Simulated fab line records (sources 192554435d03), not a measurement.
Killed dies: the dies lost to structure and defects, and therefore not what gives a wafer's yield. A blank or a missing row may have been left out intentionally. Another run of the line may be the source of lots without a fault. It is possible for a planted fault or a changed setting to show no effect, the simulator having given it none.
Chamber matching	flow n5Finfet	N5_MOL_CONTACT_COAG_ALD_131 on aldSin-03: 4 sister chambers
The step deposits SiO2, target thk 5 nm, pulse time 1 s, co reactant pulse time 1 s. 4 wafers are shown with their chamber, then 9 later ones without.

WAFERS WITH THEIR CHAMBER
wafer	chamber	heaterPowerW (W)
L086.1	1	75
L089.4	0	91
L089.5	3	85
L089.6	2	81

WAFERS WITHOUT THEIR CHAMBER
wafer	heaterPowerW (W)
L093.2	81
L093.3	91
L093.5	74
L094.1	91
L094.5	82
L094.6	75
L097.2	75
L097.3	79
L097.5	85

WHICH CHAMBER EACH WENT THROUGH
wafer	from the rows above	in truth
L093.2	2	2
L093.3	0	0
L093.5	1	1
L094.1	0	0
L094.5	2	2
L094.6	1	1
L097.2	1	1
L097.3	2	2
L097.5	3	3
Correctly placed: 9 of 9. Number that these rows cannot place: 0. Wrongly placed: 0.
How it was worked out, from the rows above alone: a wafer's distance from a chamber is the root of the sum, over the readings, of the square of ((its reading less the chamber's mean) divided by the reading's scatter). If the next closest chamber is less than 2 further off than the closest, the wafer can't be placed; otherwise it belongs to the closest. The mean given for a chamber averages the wafers shown for that chamber. The scatter: root of mean squared gap, hidden wafer to nearest shown wafer, with one shown wafer a chamber.
